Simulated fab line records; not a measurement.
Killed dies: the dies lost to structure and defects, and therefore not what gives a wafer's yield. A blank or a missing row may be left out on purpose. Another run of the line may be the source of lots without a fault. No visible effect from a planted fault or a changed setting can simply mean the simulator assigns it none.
Struck lot and sound lot, side by side :: flow n5_finfet :: 30 steps out of a route of 1938
Sound: wafers L192.1, L192.3, L192.5. Struck: wafer L181.4. (L181.2, L181.5 of the same lot were not struck and are left out.) The cause comes at the end.
Per side, at each step with rows, come the tool, then ch with its chambers, and then its first start. Under that, the readings that differ: sound wafers :: struck wafers :: difference of the means :: sigmas: that difference in standard deviations of wafers without a fault.
alike: readings with means less than 2 such deviations apart, plus words and numbers identical on both sides. not compared: withheld readings, readings lacking a value on some wafer, bounds such as >300 that could conceal the same value, and numbers that have no deviation in the record and whose values overlap.
A row with sigmas, a row that says differs or no value, or rows on one side alone: a step with any of these is where the two part. Non-overlapping numbers with no deviation appear without sigmas and do not part them. A reading missing from all wafers of one side parts the sides only when that side holds two or more wafers.

first, 1 step without rows for these wafers: N5_MIM_BOT_LITHO_HARDBAKE_09 (time 120 s).
N5_MIM_BOT_LITHO_CD_MEAS_08: the cd target is 3000 nm.
  sound on cd_sem-01 ch 0, day 15 20:00; struck on cd_sem-03 ch 0, day 13 10:26
  alike: cd_nm
N5_MIM_BOT_LITHO_OVL_MEAS_11:
  sound on overlay-02 ch 0, day 15 20:02; struck on overlay-01 ch 0, day 13 10:28
  alike: MIM_BOT_OVL
N5_MIM_BOT_LITHO_INSPECT_12: inspects for defects (macro).
  sound: defect_inspect-01 at day 15 20:03; struck: defect_inspect-02 at day 13 10:29
  alike: raw_defect_count
then, 1 step without rows for these wafers: N5_MIM_BOT_LITHO_DESCUM_10 (chemistry O2, time 7.9 s).
N5_MIM_BOT_ETCH_ETCH_04: etches SiNx in CF4/O2, target depth 26 nm, time 13 s.
  sound on rie_diel-03 ch 1,2,3, day 15 20:09; struck on rie_diel-03 ch 1, day 13 10:50
reading: oes_product_au (a.u.)
sound: 0.93 0.70 0.79
struck: 1.00
difference: +0.19
sigmas: +2
  alike: drypump_motor_current_A, rf_vpp_V, showerhead_plenum_p_Torr, throttle_valve_pct
  not compared: rf_hours_counter_h
N5_MIM_BOT_ETCH_ETCH_03: etches the open film in Cl2/BCl3, target depth 12 nm.
  sound on rie_metal-02 ch 0,1, day 15 20:14; struck on rie_metal-02 ch 1, day 13 10:58
  alike: drypump_motor_current_A, he_backside_leak_sccm, oes_product_au, throttle_valve_pct
  not compared: rf_hours_counter_h
N5_MIM_BOT_ETCH_ETCH_00: etches TiN in Cl2/BCl3, target depth 45.5 nm.
  sound on rie_metal-02 ch 0,1, day 15 20:20; struck on rie_metal-02 ch 1, day 13 11:09
  alike: drypump_motor_current_A, he_backside_leak_sccm, oes_product_au, throttle_valve_pct
  not compared: rf_hours_counter_h
then, 4 steps without rows for these wafers: N5_MIM_BOT_ETCH_STRIP_01 (strips in O2); N5_MIM_BOT_ETCH_STRIP_02 (strips in post etch residue remover, time 1200 s); N5_MIM_BOT_ETCH_CLEAN_05 (cleans in IPA, time 180 s); N5_MIM_BOT_ETCH_SRD_06 (time 30 s).
N5_PASSIVATION_PECVD_55: deposits SiO2 from SiH4/N2O, target thk 400 nm, time 22.5 s.
  sound on pecvd-04 ch 0,1, day 15 21:40; struck on pecvd-02 ch 2, day 13 11:52
reading: model.SiO2_of_PASSIVATION_PECVD_55.thk_nm (nm)
sound: 385.2 388 401
struck: 419
difference: +28
sigmas: 
  alike: heater_power_w, showerhead_plenum_p_Torr, throttle_valve_pct
then, 9 steps without rows for these wafers: N5_PASSIVATION_PECVD_01 (deposits SiNx from SiH4/NH3/N2, target thk 200 nm, time 43.2 s); N5_PASSIVATION_HMDS_03 (time 60 s); N5_PASSIVATION_COAT_04; N5_PASSIVATION_EBR_06; N5_PASSIVATION_SOFTBAKE_05 (time 90 s); N5_PASSIVATION_EXPOSE_07 (exposes mask TV, defocus 0 nm, target cd 3000 nm); N5_PASSIVATION_PEB_08; N5_PASSIVATION_DEVELOP_09 (develop time 60 s); N5_PASSIVATION_HARDBAKE_11 (time 120 s).
N5_PASSIVATION_CD_MEAS_10: the cd target is 3000 nm.
  sound on cd_sem-03 ch 0, day 15 22:04; struck on cd_sem-02 ch 0, day 13 13:20
  alike: cd_nm
N5_PASSIVATION_OVL_MEAS_60:
  sound on overlay-02 ch 0, day 15 22:05; struck on overlay-02 ch 0, day 13 13:22
  alike: TV_OVL
N5_PASSIVATION_INSPECT_61: inspects for defects (macro).
  sound: defect_inspect-01 at day 15 22:07; struck: defect_inspect-01 at day 13 13:23
  alike: raw_defect_count
N5_PASSIVATION_DESCUM_12: chemistry O2, time 7.9 s.
  sound on rie_diel-02 ch 1,2,3, day 15 22:15; struck on rie_diel-04 ch 3, day 13 13:33
  alike: drypump_motor_current_A, oes_product_au, rf_vpp_V, showerhead_plenum_p_Torr, throttle_valve_pct
  not compared: rf_hours_counter_h
then, 1 step without rows for these wafers: N5_PASSIVATION_PASS_ETCH_74 (etches SiNx in CF4/O2, target depth 220 nm, time 110 s).
N5_PASSIVATION_VIA_ETCH_13: etches SiO2 in CHF3/O2, target depth 660 nm, time 330 s.
  sound on rie_diel-02 ch 1,2,3, day 15 22:24; struck on rie_diel-04 ch 3, day 13 13:43
reading: etch_rf_on_time_s (s)
sound: 219 225 231
struck: 252
difference: +27
sigmas: +5

reading: showerhead_plenum_p_Torr (Torr)
sound: 2.33 2.35 2.32
struck: 2.49
difference: +0.16
sigmas: +2
  alike: drypump_motor_current_A, oes_product_au, rf_vpp_V, throttle_valve_pct
  not compared: rf_hours_counter_h, model.coat_of_PASSIVATION_COAT_04.thk_nm
N5_PASSIVATION_STRIP_14: strips in O2.
  sound on rie_diel-02 ch 1,2,3, day 15 22:36; struck on rie_diel-04 ch 3, day 13 13:54
reading: showerhead_plenum_p_Torr (Torr)
sound: 1.99 2.03 2.02
struck: 2.16
difference: +0.15
sigmas: +2
  alike: drypump_motor_current_A, oes_product_au, rf_vpp_V, throttle_valve_pct
  not compared: rf_hours_counter_h
N5_PASSIVATION_PROBE_49:
  rows exist in the record for the sound wafers here (prober-01, day 16 07:53), none for the struck ones

== WHERE THEY PART ==
At N5_MIM_BOT_ETCH_ETCH_04 first; at N5_PASSIVATION_PROBE_49 last (within this record only).

WHY: what the simulator had put in
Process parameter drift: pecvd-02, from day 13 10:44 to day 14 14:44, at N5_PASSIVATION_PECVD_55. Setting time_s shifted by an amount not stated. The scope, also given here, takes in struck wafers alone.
